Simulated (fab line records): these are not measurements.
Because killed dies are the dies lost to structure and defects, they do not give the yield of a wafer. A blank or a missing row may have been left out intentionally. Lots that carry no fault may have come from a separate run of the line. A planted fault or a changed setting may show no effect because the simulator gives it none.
fab line records    flow n5Finfet
[record] lots = 14  wafers = 42  lastDay = 18
route steps=1938 shown BEOL_M1@839 BEOL_M2@843 BEOL_M4@1111
lots with no fault: from the same line, run without faults
startH: the number of hours between the record's first day and the start of the first shown wafer of the lot    waitH: hours since the lot's step before    " repeats the value in the row above    L1.1+2: a row that stands for several wafers    - no value present, or no start provided    * or withheld: withheld    < > ~ a bound
route shown NAME@n: a module of which the file shows steps, and the number in the route of the first    usual: mean and standard deviation over wafers with no fault    same: alike in all rows    chamber/n: place in a boat    sites: per-site readings    _std_site: the values' standard deviation    _edge_site: outer sites' mean less inner sites'    radiusMm: for every site, how far away it sits from the centre of the wafer    mask NAME#n: copy n    behind: the last tool/chamber to shape the wafer    hold: why the lot was held/for how many hours/how that ended    device: names the non-switching transistor (n, p or np)    end of line: at the end of the route, the tests of the same wafers    where a step has no rows: the recipe by itself    killed: not the wafer's yield, but the dies lost to structure and defects at the first sort    map: a wafer's dies, x killed, . not, _ none there
set.NAME: the setting that was run; set.NAME@STEP: the one run at that earlier step    model.NAME: the simulator's own value behind a step, which no gauge read
the route's steps for a sample of lots (tables are steps, rows are wafers)
services: a tool's chamber out of use, with start hour (startH, from the record's first day; less than 0 if before it), hours out, and reason
[[steps]]
[step N5_BEOL_M1_RS_MEAS_58]
[recipe] thkMeasGauge = four-point-probe  reads = Co_of_BEOL_M1_CO_CAP_55+Cu_of_BEOL_M1_ECD_50+Co_of_BEOL_M1_CVD_47+TaN_of_BEOL_M1_ALD_84
[usual] M1_RS = 0.66/0.033
lot.wafer  tool          chamber  startH  waitH  M1_RS[ohm/sq]
L935.3     filmMetro-01  -        136.10  0.1    0.66
L935.4     "             -        "       "      0.63
L935.6     "             -        "       "      0.63
L936.2     filmMetro-01  -        143.79  0.1    0.76
L936.4     "             -        "       "      0.62
L936.5     "             -        "       "      0.67
L937.1     filmMetro-01  -        148.21  0.1    0.67
L937.4     "             -        "       "      0.65
L937.6     "             -        "       "      0.64
L938.1     filmMetro-01  -        150.92  0.0    0.71
L938.3     "             -        "       "      0.68
L938.4     "             -        "       "      0.69
L940.1     filmMetro-02  -        161.66  0.0    0.70
L940.5     "             -        "       "      0.65
L940.6     "             -        "       "      0.65
L942.2     filmMetro-02  -        176.75  0.1    0.66
L942.3     "             -        "       "      0.62
L942.4     "             -        "       "      0.62
L949.1     filmMetro-02  -        220.28  0.1    0.70
L949.2     "             -        "       "      0.69
L949.4     "             -        "       "      0.65
L950.1     filmMetro-01  -        224.49  0.1    0.65
L950.4     "             -        "       "      0.62
L950.6     "             -        "       "      0.67
L951.1     filmMetro-02  -        227.46  0.0    0.71
L951.3     "             -        "       "      0.61
L951.6     "             -        "       "      0.64
L953.4     filmMetro-02  -        242.03  0.0    0.62
L953.5     "             -        "       "      0.63
L953.6     "             -        "       "      0.60
L954.1     filmMetro-01  -        248.10  0.1    0.69
L954.2     "             -        "       "      0.65
L954.4     "             -        "       "      0.63
L956.2     filmMetro-02  -        265.59  0.1    0.68
L956.4     "             -        "       "      0.60
L956.6     "             -        "       "      0.65
L957.1     filmMetro-02  -        270.26  0.0    0.68
L957.2     "             -        "       "      0.66
L957.3     "             -        "       "      0.69
L958.1     filmMetro-02  -        275.32  0.0    0.66
L958.2     "             -        "       "      0.62
L958.5     "             -        "       "      0.61
[step N5_BEOL_M2_PECVD_72]
[recipe] material = SiO2  targetThkA = 160  tempC = 400  precursor = TEOS/O2  pressureTorr = 5.5  rfW = 450  teosFlowSccm = 53.8  gas = O2  flowSccm = 3000  timeS = 18
[usual] heaterPowerOuterW = 431/63  heaterPowerW = 726/91  showerheadPlenumPTorr = 8.74/0.061  showerheadVppV = 1331/62  throttleValvePct = 22.3/0.75
lot.wafer  tool      chamber  startH  waitH  heaterPowerOuterW  heaterPowerW  showerheadPlenumPTorr  showerheadVppV  throttleValvePct
L935.3     pecvd-03  1        136.27  0.0    513                861           8.74                   1370            21.7
L935.4     "         1        "       "      507                829           8.74                   1374            22.0
L935.6     "         2        "       "      401                666           8.78                   1368            21.7
L936.2     pecvd-01  2        143.96  0.0    350                620           8.72                   1379            22.6
L936.4     "         2        "       "      348                627           8.73                   1371            22.4
L936.5     "         1        "       "      356                641           8.67                   1193            21.9
L937.1     pecvd-03  2        148.38  0.0    372                624           8.81                   1364            21.6
L937.4     "         0        "       "      315                555           8.81                   1386            23.0
L937.6     "         1        "       "      470                799           8.76                   1382            22.0
L938.1     pecvd-03  0        151.09  0.0    351                587           8.80                   1373            23.3
L938.3     "         1        "       "      480                802           8.75                   1369            21.7
L938.4     "         0        "       "      363                618           8.79                   1374            23.2
L940.1     pecvd-03  0        161.82  0.0    348                570           8.80                   1394            22.9
L940.5     "         0        "       "      341                578           8.81                   1395            23.1
L940.6     "         1        "       "      526                877           8.74                   1345            21.7
L942.2     pecvd-01  1        176.94  0.0    391                706           8.66                   1184            22.0
L942.3     "         0        "       "      385                615           8.59                   1286            22.5
L942.4     "         0        "       "      379                632           8.62                   1309            22.5
L949.1     pecvd-03  0        220.45  0.0    329                578           8.85                   1384            23.3
L949.2     "         1        "       "      489                838           8.73                   1374            21.9
L949.4     "         1        "       "      500                840           8.77                   1385            22.0
L950.1     pecvd-03  0        224.70  0.0    360                615           8.80                   1392            23.4
L950.4     "         1        "       "      497                817           8.75                   1371            22.0
L950.6     "         1        "       "      517                843           8.75                   1382            21.9
L951.1     pecvd-01  0        227.62  0.0    434                689           8.60                   1288            22.6
L951.3     "         2        "       "      417                719           8.71                   1363            23.0
L951.6     "         1        "       "      431                754           8.71                   1202            21.8
L953.4     pecvd-03  2        242.23  0.1    496                801           8.75                   1364            20.4
L953.5     "         1        "       "      547                878           8.73                   1393            22.0
L953.6     "         0        "       "      376                613           8.80                   1388            23.1
L954.1     pecvd-02  1        248.29  0.0    428                792           8.80                   1364            22.7
L954.2     "         0        "       "      513                827           8.73                   1294            23.0
L954.4     "         1        "       "      449                817           8.79                   1369            22.8
L956.2     pecvd-02  0        265.76  0.0    448                733           8.76                   1299            23.3
L956.4     "         0        "       "      442                743           8.75                   1292            22.9
L956.6     "         2        "       "      531                833           8.76                   1282            21.2
L957.1     pecvd-01  2        270.45  0.0    443                786           8.70                   1343            20.8
L957.2     "         1        "       "      409                720           8.70                   1195            22.0
L957.3     "         0        "       "      416                690           8.61                   1293            22.4
L958.1     pecvd-02  1        275.49  0.0    476                853           8.81                   1355            22.9
L958.2     "         0        "       "      496                815           8.73                   1269            23.0
L958.5     "         0        "       "      494                818           8.74                   1291            22.9
[step N5_BEOL_M2_ETCH_64]
[recipe] chemistry = N2/H2  target = SOC  targetDepthA = 750  overetchA = 225  maskMaterial = SiARC  tempC = 40  timeS = 121.9  ionEnergyEv = 200  pressureMtorr = 30  sourceW = 840  biasW = 150  n2FlowSccm = 200  h2FlowSccm = 200
[usual] drypumpMotorCurrentA = 5.6/0.46  oesProductAu = 0.60/0.063  rfVppV = 524/3.6  showerheadPlenumPTorr = 2.54/0.12  throttleValvePct = 17.90/0.2
lot.wafer  tool        chamber  startH  waitH  drypumpMotorCurrentA  oesProductAu  rfHoursCounterH  rfVppV  showerheadPlenumPTorr  throttleValvePct
L935.3     rieDiel-01  1        137.52  0.0    5.3                   0.61          113              522     2.46                   18.02
L935.4     "           0        "       "      5.0                   0.53          -                520     2.42                   17.89
L935.6     "           1        "       "      5.3                   0.61          -                521     2.46                   18.02
L936.2     rieDiel-02  1        145.21  0.0    5.4                   0.62          79               529     2.69                   18.08
L936.4     "           3        "       "      5.7                   0.57          182              524     2.53                   17.66
L936.5     "           1        "       "      5.4                   0.63          -                528     2.69                   18.08
L937.1     rieDiel-01  1        150.07  0.0    5.3                   0.61          119              520     2.45                   18.01
L937.4     "           0        "       "      5.0                   0.53          -                521     2.42                   17.90
L937.6     "           2        "       "      4.9                   0.56          -                517     2.33                   18.05
L938.1     rieDiel-02  2        155.09  0.0    5.4                   0.53          231              522     2.51                   18.01
L938.3     "           3        "       "      5.7                   0.57          186              525     2.53                   17.68
L938.4     "           1        "       "      5.4                   0.62          83               528     2.69                   18.08
L940.1     rieDiel-06  3        164.20  0.0    6.3                   0.69          28               522     2.49                   17.55
L940.5     "           0        "       "      5.6                   0.63          -                529     2.68                   17.71
L940.6     "           2        "       "      5.9                   0.53          -                524     2.53                   18.10
L942.2     rieDiel-06  1        180.33  0.0    6.3                   0.73          4                529     2.71                   17.88
L942.3     "           0        "       "      5.6                   0.63          72               528     2.68                   17.71
L942.4     "           2        "       "      5.9                   0.53          210              524     2.53                   18.09
L949.1     rieDiel-06  2        222.04  0.0    5.9                   0.52          223              523     2.52                   18.13
L949.2     "           0        "       "      5.6                   0.61          87               527     2.67                   17.74
L949.4     "           3        "       "      6.3                   0.67          49               522     2.48                   17.57
L950.1     rieDiel-06  3        227.18  0.0    6.3                   0.67          51               522     2.48                   17.59
L950.4     "           0        "       "      5.6                   0.61          89               528     2.67                   17.73
L950.6     "           0        "       "      5.6                   0.61          -                529     2.67                   17.72
L951.1     rieDiel-01  3        228.95  0.0    5.6                   0.68          23               524     2.60                   17.74
L951.3     "           1        "       "      5.3                   0.59          145              522     2.44                   18.07
L951.6     "           2        "       "      4.9                   0.55          -                518     2.32                   18.08
L953.4     rieDiel-02  1        243.35  0.1    5.4                   0.59          -                527     2.67                   18.16
L953.5     "           0        "       "      5.9                   0.58          -                527     2.65                   18.05
L953.6     "           3        "       "      5.8                   0.55          -                524     2.51                   17.73
L954.1     rieDiel-01  2        250.34  0.0    4.9                   0.54          205              517     2.32                   18.10
L954.2     "           1        "       "      5.3                   0.58          155              521     2.44                   18.08
L954.4     "           2        "       "      4.9                   0.54          -                517     2.32                   18.09
L956.2     rieDiel-02  3        266.92  0.0    5.7                   0.54          227              523     2.51                   17.74
L956.4     "           1        "       "      5.4                   0.59          128              527     2.67                   18.16
L956.6     "           0        "       "      5.9                   0.58          -                527     2.65                   18.05
L957.1     rieDiel-01  2        271.47  0.0    4.9                   0.54          214              518     2.31                   18.12
L957.2     "           1        "       "      5.3                   0.56          165              522     2.44                   18.11
L957.3     "           0        "       "      5.0                   0.74          6                529     2.72                   17.53
L958.1     rieDiel-06  2        278.69  0.0    5.9                   0.51          242              522     2.51                   18.16
L958.2     "           1        "       "      6.3                   0.68          34               527     2.70                   17.95
L958.5     "           3        "       "      6.3                   0.65          -                522     2.47                   17.61
[step N5_BEOL_M2_HM_OPEN_17]
[recipe] chemistry = Cl2/BCl3  targetDepthA = 200  overetchA = 60  target = TiN  maskMaterial = SOC  ionEnergyEv = 150  pressureMtorr = 10  icpW = 1000  biasW = 126  Cl2_flow_sccm = 53.25  bcl3FlowSccm = 21.75  Ar_flow_sccm = 25
[usual] bcl3FlowSccm = 21.76/0.061  biasW = 126.0/0.36  drypumpMotorCurrentA = 5.82/0.17  oes_ar_750_au = 0.81/0.11  oesProductAu = 0.70/0.089  throttleValvePct = 22.1/0.31
lot.wafer  tool         chamber  startH  waitH  bcl3FlowSccm  biasW  drypumpMotorCurrentA  oes_ar_750_au  oesProductAu  rfHoursCounterH  throttleValvePct
L935.3     rieMetal-02  0        137.72  0.1    21.81         126.2  6.06                  0.93           0.80          -                21.9
L935.4     "            1        "       "      21.69         125.2  5.84                  0.62           0.51          -                22.3
L935.6     "            1        "       "      21.75         126.1  5.85                  0.62           0.51          -                22.3
L936.2     rieMetal-01  1        145.38  0.0    21.76         126.2  5.66                  0.65           0.57          84               22.4
L936.4     "            0        "       "      21.68         126.1  5.98                  0.88           0.73          -                21.9
L936.5     "            0        "       "      21.78         125.9  5.96                  0.87           0.73          -                21.9
L937.1     rieMetal-02  1        150.25  0.0    21.82         126.5  5.83                  0.61           0.52          131              22.3
L937.4     "            0        "       "      21.79         126.1  6.08                  0.92           0.80          -                21.9
L937.6     "            0        "       "      21.87         126.1  6.08                  0.91           0.80          -                21.9
L938.1     rieMetal-01  0        155.26  0.0    -             -      -                     -              -             -                -
L938.3     "            0        "       "      -             -      -                     -              -             -                -
L938.4     "            1        "       "      -             -      -                     -              -             -                -
L940.1     rieMetal-03  0        164.38  0.0    -             -      -                     -              -             -                -
L940.5     "            0        "       "      -             -      -                     -              -             -                -
L940.6     "            1        "       "      -             -      -                     -              -             -                -
L942.2     rieMetal-03  0        180.50  0.0    21.74         126.2  5.84                  0.85           0.74          11               21.6
L942.3     "            1        "       "      21.78         126.3  5.57                  0.81           0.71          -                22.5
L942.4     "            0        "       "      21.78         126.2  5.85                  0.87           0.74          -                21.6
L949.1     rieMetal-02  0        222.22  0.0    21.80         126.1  6.04                  0.87           0.75          11               22.0
L949.2     "            1        "       "      21.77         126.2  5.83                  1.00           0.85          1                21.9
L949.4     "            1        "       "      21.79         126.0  5.83                  1.00           0.84          -                21.9
L950.1     rieMetal-02  1        227.36  0.0    21.75         125.7  5.83                  0.99           0.84          2                21.9
L950.4     "            1        "       "      21.74         126.0  5.84                  0.99           0.84          -                21.9
L950.6     "            0        "       "      21.79         126.0  6.06                  0.87           0.76          -                21.9
L951.1     rieMetal-03  1        229.12  0.0    21.65         125.4  5.58                  0.80           0.69          31               22.5
L951.3     "            0        "       "      21.71         125.6  5.82                  0.85           0.72          -                21.6
L951.6     "            1        "       "      21.68         126.1  5.57                  0.80           0.68          -                22.5
L953.4     rieMetal-03  1        243.51  0.1    21.92         126.2  5.57                  0.79           0.68          -                22.5
L953.5     "            1        "       "      21.72         126.5  5.57                  0.79           0.68          -                22.5
L953.6     "            0        "       "      21.78         125.9  5.84                  0.84           0.72          -                21.7
L954.1     rieMetal-01  0        250.52  0.0    21.86         125.7  6.02                  0.84           0.70          35               22.0
L954.2     "            1        "       "      21.87         125.4  5.63                  0.64           0.55          92               22.5
L954.4     "            1        "       "      21.83         125.8  5.64                  0.64           0.55          -                22.5
L956.2     rieMetal-01  0        267.09  0.0    21.70         125.6  6.00                  0.84           0.69          36               22.0
L956.4     "            1        "       "      21.78         125.1  5.63                  0.64           0.55          -                22.4
L956.6     "            1        "       "      21.76         126.1  5.62                  0.64           0.55          -                22.4
L957.1     rieMetal-02  1        271.64  0.0    21.69         126.4  5.85                  0.96           0.80          6                21.9
L957.2     "            0        "       "      21.70         125.4  6.02                  0.84           0.74          16               22.0
L957.3     "            0        "       "      21.74         125.7  6.03                  0.85           0.74          -                22.0
L958.1     rieMetal-03  0        278.86  0.0    21.82         125.8  5.85                  0.81           0.70          20               21.6
L958.2     "            1        "       "      21.67         126.0  5.60                  0.78           0.68          36               22.5
L958.5     "            0        "       "      21.78         126.0  5.83                  0.82           0.71          -                21.7
[step N5_BEOL_M2_CD_MEAS_18]
[recipe] pitchNm = 36  targetCdNm = 18
[usual] cdNm = 18.05/0.29
lot.wafer  tool      chamber  startH  waitH  cdNm
L935.3     cdSem-01  -        137.88  0.1    17.93
L935.4     "         -        "       "      18.10
L935.6     "         -        "       "      18.35
L936.2     cdSem-02  -        145.56  0.1    18.17
L936.4     "         -        "       "      18.16
L936.5     "         -        "       "      18.38
L937.1     cdSem-01  -        150.44  0.0    17.89
L937.4     "         -        "       "      17.90
L937.6     "         -        "       "      18.10
L938.1     cdSem-01  -        155.44  0.0    -
L938.3     "         -        "       "      -
L938.4     "         -        "       "      -
L940.1     cdSem-01  -        164.56  0.0    -
L940.5     "         -        "       "      -
L940.6     "         -        "       "      -
L942.2     cdSem-03  -        180.77  0.1    18.13
L942.3     "         -        "       "      18.23
L942.4     "         -        "       "      17.86
L949.1     cdSem-03  -        222.64  0.0    17.93
L949.2     "         -        "       "      18.41
L949.4     "         -        "       "      17.28
L950.1     cdSem-01  -        227.54  0.0    18.06
L950.4     "         -        "       "      17.80
L950.6     "         -        "       "      18.14
L951.1     cdSem-03  -        229.30  0.0    17.78
L951.3     "         -        "       "      18.01
L951.6     "         -        "       "      17.73
L953.4     cdSem-01  -        243.68  0.0    18.91
L953.5     "         -        "       "      18.72
L953.6     "         -        "       "      18.08
L954.1     cdSem-03  -        250.70  0.0    18.09
L954.2     "         -        "       "      17.94
L954.4     "         -        "       "      18.04
L956.2     cdSem-01  -        267.28  0.1    18.45
L956.4     "         -        "       "      18.32
L956.6     "         -        "       "      18.21
L957.1     cdSem-02  -        271.82  0.0    17.77
L957.2     "         -        "       "      17.82
L957.3     "         -        "       "      17.64
L958.1     cdSem-01  -        279.10  0.0    17.88
L958.2     "         -        "       "      17.62
L958.5     "         -        "       "      17.53
[step N5_BEOL_M4_RC_MEAS_101]
[usual] DIBL_N = 36.4/1.5  DIBL_P = 35.8/1.7  IOFF_N = 0.154/0.022  IOFF_P = 0.21/0.031  ION_N = 672/8.8  ION_P = 462/7.2  SS_N = 71.5/0.53  SS_P = 73.2/0.62  VT_N = 250.4/2.5  VT_P = -250/3.5
lot.wafer  tool       chamber  startH  waitH  DIBL_N[mV/V]  DIBL_P[mV/V]  IOFF_N[nA/um]  IOFF_P[nA/um]  ION_N[uA/um]  ION_P[uA/um]  SS_N[mV/dec]  SS_P[mV/dec]  VT_N[mV]  VT_P[mV]
L935.3     prober-02  0        167.78  0.3    34.1          33.9          0.133          0.19           656           460           71.0          72.6          250.9     -253
L935.4     "          0        "       "      34.6          33.9          0.134          0.19           662           461           71.0          72.5          250.6     -251
L935.6     "          0        "       "      33.9          33.5          0.132          0.19           662           458           71.2          71.9          251.0     -251
L936.2     prober-01  0        171.15  0.2    37.2          36.9          0.157          0.24           676           464           71.4          73.3          248.2     -248
L936.4     "          0        "       "      38.6          38.1          0.177          0.26           668           462           71.9          73.2          253.6     -247
L936.5     "          0        "       "      37.5          36.5          0.162          0.23           657           459           71.5          73.3          249.9     -248
L937.1     prober-02  0        176.15  0.0    39.1          37.5          0.180          0.20           663           450           72.1          74.1          247.2     -253
L937.4     "          0        "       "      37.0          35.0          0.145          0.17           666           451           71.4          73.2          251.9     -254
L937.6     "          0        "       "      38.7          37.1          0.173          0.19           667           459           71.7          73.4          249.3     -253
L942.2     prober-02  0        223.73  0.2    36.9          35.8          0.173          0.23           685           470           71.2          73.4          246.9     -246
L942.3     "          0        "       "      35.0          32.7          0.126          0.18           672           463           71.3          73.2          252.6     -253
L942.4     "          0        "       "      33.3          30.2          0.109          0.15           667           459           70.4          71.5          251.0     -253
L949.1     prober-01  0        267.48  0.0    34.0          32.8          0.113          0.14           661           452           70.9          72.7          255.3     -260
L949.2     "          0        "       "      36.8          36.6          0.164          0.19           675           455           72.1          72.6          250.1     -254
L949.4     "          0        "       "      38.0          38.7          0.192          0.22           672           452           72.7          73.5          247.2     -254
L951.1     prober-02  0        282.94  0.0    33.1          33.4          0.123          0.19           674           468           70.9          72.5          250.5     -251
L951.3     "          0        "       "      35.5          35.7          0.154          0.22           674           465           71.4          73.0          248.8     -247
L951.6     "          0        "       "      35.6          35.9          0.161          0.23           662           465           71.3          72.5          248.0     -248
L950.1     prober-01  0        283.14  0.0    35.9          36.6          0.159          0.20           665           456           72.0          73.6          249.8     -255
L950.4     "          0        "       "      34.9          36.3          0.158          0.21           678           465           70.8          73.4          247.3     -250
L950.6     "          0        "       "      35.6          36.3          0.160          0.20           676           460           71.3          73.5          253.7     -251
L953.4     prober-01  0        287.26  0.5    35.4          35.9          0.148          0.21           682           465           70.6          73.6          249.6     -249
L953.5     "          0        "       "      38.2          39.0          0.212          0.28           695           480           71.5          73.9          244.6     -244
L953.6     "          0        "       "      38.8          39.3          0.219          0.29           686           467           71.9          73.8          246.8     -241
L954.1     prober-01  0        288.39  0.0    35.8          34.6          0.141          0.18           670           459           71.2          71.9          251.1     -251
L954.2     "          0        "       "      36.6          36.0          0.164          0.19           681           462           71.5          72.6          250.5     -250
L954.4     "          0        "       "      36.8          36.4          0.162          0.20           674           466           72.1          73.2          250.2     -251
L956.2     prober-02  0        297.51  0.2    36.4          36.2          0.147          0.24           668           468           71.5          73.6          252.1     -247
L956.4     "          0        "       "      37.1          37.2          0.164          0.26           676           473           72.2          72.9          247.9     -245
L956.6     "          0        "       "      34.9          35.0          0.129          0.23           668           471           71.3          73.0          251.7     -245
L957.1     prober-01  0        300.84  0.0    35.1          33.8          0.138          0.20           674           470           71.1          72.7          249.0     -247
L957.2     "          0        "       "      36.8          36.1          0.174          0.25           677           461           72.0          73.0          248.0     -247
L957.3     "          0        "       "      36.6          35.9          0.166          0.23           688           474           71.8          73.3          248.0     -248
L958.1     prober-02  0        322.60  0.0    36.9          35.3          0.148          0.20           680           458           70.7          72.9          251.6     -250
L958.2     "          0        "       "      37.7          36.1          0.170          0.21           679           459           72.0          73.4          249.5     -251
L958.5     "          0        "       "      37.4          35.3          0.148          0.19           672           461           71.9          72.2          249.1     -251
[[services]]
tool         chamber  startH  hours  kind
rieMetal-03  1        116.69  16.6   repair
rieDiel-01   3        126.25  -      clean
rieDiel-01   3        126.25  -      consumableReplace:focusRing
rieDiel-01   3        126.25  31.0   scheduledDown
rieDiel-01   3        126.25  31.0   ventCycle
rieDiel-06   1        152.17  -      clean
pecvd-03     1        155.97  5.5    scheduledDown
rieMetal-03  -        162.22  1.0    repair
pecvd-02     -        163.34  0.8    repair
pecvd-02     0        166.71  11.2   repair
rieMetal-01  1        166.75  19.3   repair
rieDiel-02   2        170.33  32.7   repair
rieDiel-01   1        192.44  4.1    repair
pecvd-02     0        192.78  9.0    repair
pecvd-01     -        197.48  6.0    pm
pecvd-03     2        202.40  -      clean
pecvd-03     2        202.40  -      consumableReplace:showerhead
pecvd-03     2        202.40  29.0   scheduledDown
pecvd-03     2        202.40  29.0   ventCycle
pecvd-02     -        227.27  0.8    repair
rieMetal-03  -        239.27  2.4    repair
rieDiel-06   0        243.05  2.5    repair
rieDiel-02   0        263.26  1.9    repair
pecvd-03     2        269.27  5.5    scheduledDown
[[key]]
[firstSign] step = N5_BEOL_M2_HM_OPEN_17  reading = toolRecord  direction = missing
[effect] step = N5_BEOL_M2_CD_MEAS_18  reading = cdNm  direction = missing
metAt N5_BEOL_M2_HM_OPEN_17
struckLots L938,L940
laterRowsLeftOut L938.1,L938.3,L938.4,L940.1,L940.5,L940.6
sortLeftOut L938.1,L938.3,L938.4,L940.1,L940.5,L940.6
notActingAt N5_BEOL_M1_RS_MEAS_58,N5_BEOL_M2_PECVD_72,N5_BEOL_M2_ETCH_64
onsetBetween 145.38 155.26
[fault] kind = skippedStepWhole  tool = rieMetal-01,rieMetal-03  chamber = -  onsetH = 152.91  steps = N5_BEOL_M2_HM_OPEN_17  scope = struckLotsOnly
// sortLeftOut: the simulated sort isn't trusted on such a fault, so these wafers' sort isn't shown, and their yield isn't known
// laterRowsLeftOut: the simulator's readings of these wafers behind a module that went badly wrong aren't trusted and aren't shown, but for the sort
